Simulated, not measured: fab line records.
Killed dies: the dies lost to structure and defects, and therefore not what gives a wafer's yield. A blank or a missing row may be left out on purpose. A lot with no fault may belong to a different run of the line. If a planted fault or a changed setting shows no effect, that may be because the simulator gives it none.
Which tool is to blame? | flow nand harc | 12 lots, 36 wafers sampled, at 6 steps of a route of 1159

== WHAT THE GAUGES READ, wafer by wafer ==
NHARC_P_STI_OVL_MEAS_10. Usual: overlay x nm 1 nm, standard deviation 4.9; overlay y nm 2 nm, standard deviation 6.4.
lot  | measured    | on         | overlay x nm (nm) | overlay y nm (nm) | flag
L782 | day 2 15:32 | overlay-01 | 6 6 6             | -8 -8 -7          |
L783 | day 2 15:43 | overlay-02 | 5 6 6             | 1 1 1             |
L784 | day 3 03:44 | overlay-02 | 5 5 5             | 11 10 11          |
L785 | day 3 03:54 | overlay-01 | -6 -5 -5          | -2 -2 -2          |
L786 | day 3 12:03 | overlay-02 | -6 -6 -6          | -10 -10 -10       |
L787 | day 3 17:01 | overlay-01 | 1 1 0             | 2 2 2             |
L788 | day 3 23:57 | overlay-02 | 4 3 4             | -5 -5 -5          |
L797 | day 6 05:38 | overlay-01 | 1 1 0             | 4 4 4             |
L799 | day 6 13:46 | overlay-01 | 4 4 4             | -6 -5 -6          |
L800 | day 7 05:29 | overlay-02 | 3 4 4             | -2 -1 -2          |
L801 | day 7 05:38 | overlay-01 | 6 6 6             | 6 6 6             |
L802 | day 7 13:29 | overlay-02 | -3 -3 -4          | -3 -3 -3          |

NHARC_P_STI_INSPECT_11. Usual: 7 for raw defect count, sd 3.4.
lot  | measured    | on                | raw defect count | flag
L782 | day 2 15:35 | defect inspect-02 | 6 8 6            |
L783 | day 2 15:45 | defect inspect-01 | 5 4 7            |
L784 | day 3 03:47 | defect inspect-01 | 0 10 3           |
L785 | day 3 03:56 | defect inspect-02 | 4 8 7            |
L786 | day 3 12:05 | defect inspect-02 | 3 7 8            |
L787 | day 3 17:05 | defect inspect-02 | 15 10 7          |
L788 | day 3 23:59 | defect inspect-01 | 7 8 10           |
L797 | day 6 05:41 | defect inspect-02 | 12 6 24          |
L799 | day 6 13:49 | defect inspect-02 | 5 5 6            |
L800 | day 7 05:31 | defect inspect-01 | 10 8 13          |
L801 | day 7 05:40 | defect inspect-02 | 6 2 3            |
L802 | day 7 13:31 | defect inspect-02 | 5 5 15           |

NHARC_END_SORT_01. Usual: killed at array 29, standard deviation 11; killed at other 0.6, standard deviation 0.75; killed at periphery 3.1, standard deviation 2.1; killed dies 32, standard deviation 11; killed open 3.0, standard deviation 1.8; killed short 1.8, standard deviation 1.3.
lot  | measured     | on        | killed at array | killed at other | killed at periphery | killed dies | killed open | killed short | flag
L797 | day 23 03:14 | prober-01 | 50 38 52        | 0 0 1           | 1 3 15              | 51 41 68    | 2 5 2       | 2 2 3        |

== TOOL THAT RAN EACH LOT (tool first, then ch and the chambers of the sampled wafers, then the start) ==
lot  | NHARC_P_ZERO_WELL_PECVD_02     | NHARC_P_ZERO_WELL_DESCUM_54       | NHARC_P_STI_ETCH_31
L782 | pecvd-04 ch 0,1,2, day 1 12:29 | rie diel-07 ch 0,1, day 1 18:02   | rie diel-09 ch 0,1,3, no start
L783 | pecvd-01 ch 0,1,2, day 1 18:31 | rie diel-01 ch 0,1,2, day 2 00:08 | rie diel-05 ch 2,3, no start
L784 | pecvd-01 ch 0,2, day 2 00:29   | rie diel-01 ch 0,1,2, day 2 05:59 | rie diel-05 ch 0,2,3, no start
L785 | pecvd-04 ch 0,1,2, day 2 06:31 | rie diel-01 ch 0,2,3, day 2 12:02 | rie diel-05 ch 1,2,3, no start
L786 | pecvd-01 ch 1,2, day 2 12:26   | rie diel-01 ch 0,2, day 2 17:49   | rie diel-06 ch 1,2, no start
L787 | pecvd-04 ch 1,2, day 2 18:29   | rie diel-07 ch 1,3, day 3 00:01   | rie diel-09 ch 0,2, no start
L788 | pecvd-01 ch 0,1, day 3 00:33   | rie diel-01 ch 0,2, day 3 06:34   | rie diel-05 ch 0,1,3, no start
L797 | pecvd-04 ch 0,1,2, day 5 06:29 | rie diel-07 ch 0,3, day 5 11:55   | rie diel-05 ch 0,1,2, day 23 03:14 or earlier
L799 | pecvd-01 ch 0,1,2, day 5 18:27 | rie diel-01 ch 0,1,3, day 5 23:45 | rie diel-05 ch 1,2,3, no start
L800 | pecvd-02 ch 0,1,2, day 6 00:29 | rie diel-07 ch 0,1,2, day 6 05:49 | rie diel-05 ch 0,2, no start
L801 | pecvd-01 ch 0,1, day 6 06:27   | rie diel-01 ch 0,1, day 6 12:03   | rie diel-06 ch 1,2, no start
L802 | pecvd-02 ch 0,1,2, day 6 12:27 | rie diel-03 ch 0,2,3, day 6 17:57 | rie diel-05 ch 0,1,2, no start
- NHARC_P_ZERO_WELL_PECVD_02: deposits SiO2, target thk 10 nm.
- NHARC_P_ZERO_WELL_DESCUM_54: chemistry O2, time 3 s.
- NHARC_P_STI_ETCH_31: etches the open film in CF4/CHF3, target depth 108.9 nm, time 54.5 s.

== AS READ BY THE TOOLS THEMSELVES (means over the sampled wafers that have a number; for cases with no such wafer, the mark the record gives instead) ==
NHARC_P_ZERO_WELL_DESCUM_54. Usual: drypump motor current A 5.6 A, standard deviation 0.54; oes product au 1.005 a.u., standard deviation 0.011; rf vpp V 57.8 V, standard deviation 0.94; showerhead plenum p Torr 1.92 Torr, standard deviation 0.087; throttle valve pct 11.311 %, standard deviation 0.01.
lot  | tool        | drypump motor current A (A) | oes product au (a.u.) | rf vpp V (V) | showerhead plenum p Torr (Torr) | throttle valve pct (%) | flag
L782 | rie diel-07 | 5.3                         | 1.011                 | 58.9         | 1.97                            | 11.314                 |
L783 | rie diel-01 | 5.8                         | 1.005                 | 57.7         | 1.86                            | 11.308                 |
L784 | rie diel-01 | 5.8                         | 0.999                 | 57.4         | 1.86                            | 11.303                 |
L785 | rie diel-01 | 5.6                         | 1.002                 | 57.5         | 1.90                            | 11.314                 |
L786 | rie diel-01 | 5.6                         | 1.006                 | 57.4         | 1.84                            | 11.312                 |
L787 | rie diel-07 | 5.3                         | 0.998                 | 56.6         | 1.86                            | 11.309                 |
L788 | rie diel-01 | 5.6                         | 0.995                 | 57.2         | 1.84                            | 11.310                 |
L797 | rie diel-07 | 5.1                         | 1.016                 | 58.2         | 1.94                            | 11.320                 |
L799 | rie diel-01 | 6.1                         | 1.008                 | 57.8         | 1.95                            | 11.316                 |
L800 | rie diel-07 | 5.3                         | 1.009                 | 57.1         | 1.97                            | 11.312                 |
L801 | rie diel-01 | 6.1                         | 1.004                 | 57.9         | 1.89                            | 11.303                 |
L802 | rie diel-03 | 6.1                         | 1.003                 | 56.8         | 1.91                            | 11.316                 |

NHARC_P_STI_ETCH_31. Usual: chf3 flow sccm 30.01 sccm, standard deviation 0.084; drypump motor current A 5.9 A, standard deviation 0.39; oes product au 0.961 a.u., standard deviation 0.016; rf vpp V 370.5 V, standard deviation 1.7; showerhead plenum p Torr 1.57 Torr, standard deviation 0.044; throttle valve pct 16.804 %, standard deviation 0.0085.
lot  | tool        | chf3 flow sccm (sccm) | drypump motor current A (A) | oes product au (a.u.) | rf vpp V (V) | showerhead plenum p Torr (Torr) | throttle valve pct (%) | flag
L782 | rie diel-09 | 30.06                 | 5.6                         | 0.967                 | 369.7        | 1.56                            | 16.804                 |
L783 | rie diel-05 | 29.91                 | 6.0                         | 0.964                 | 371.3        | 1.56                            | 16.806                 |
L784 | rie diel-05 | 30.00                 | 6.0                         | 0.967                 | 370.4        | 1.55                            | 16.804                 |
L785 | rie diel-05 | 29.95                 | 6.3                         | 0.934                 | 371.6        | 1.59                            | 16.808                 |
L786 | rie diel-06 | 30.02                 | 5.8                         | 0.958                 | 372.2        | 1.60                            | 16.802                 |
L787 | rie diel-09 | 30.03                 | 5.3                         | 0.956                 | 372.0        | 1.64                            | 16.802                 |
L788 | rie diel-05 | 30.07                 | 6.0                         | 0.936                 | 370.8        | 1.57                            | 16.796                 |
L797 | rie diel-05 | 30.00                 | 6.2                         | 0.960                 | 370.2        | 1.58                            | 16.809                 |
L799 | rie diel-05 | 30.02                 | 6.3                         | 0.965                 | 370.5        | 1.59                            | 16.801                 |
L800 | rie diel-05 | 30.11                 | 6.0                         | 0.970                 | 369.3        | 1.54                            | 16.795                 |
L801 | rie diel-06 | 30.06                 | 5.9                         | 0.957                 | 371.4        | 1.60                            | 16.813                 |
L802 | rie diel-05 | 29.94                 | 6.3                         | 0.963                 | 370.9        | 1.58                            | 16.805                 |

== THE ANSWER, worked out from the rows above alone ==
Rule: lot off if the mean of its wafers having a number is beyond 3 standard deviations from the usual mean. A lot without any number at a reading at which 4 lots or more have one is off too. Any other lot the step has rows for is counted as sound. After the gauges, taken in route order, come the tools' own readings; for these a lot's mean is taken, as printed above. At the first step where some lot is off, the reading lying furthest off is the one used; lots without a number count as furthest.
Nothing can be told from this: no lot is off at any reading shown.

== WHAT HAD BEEN PUT IN BY THE SIMULATOR ==
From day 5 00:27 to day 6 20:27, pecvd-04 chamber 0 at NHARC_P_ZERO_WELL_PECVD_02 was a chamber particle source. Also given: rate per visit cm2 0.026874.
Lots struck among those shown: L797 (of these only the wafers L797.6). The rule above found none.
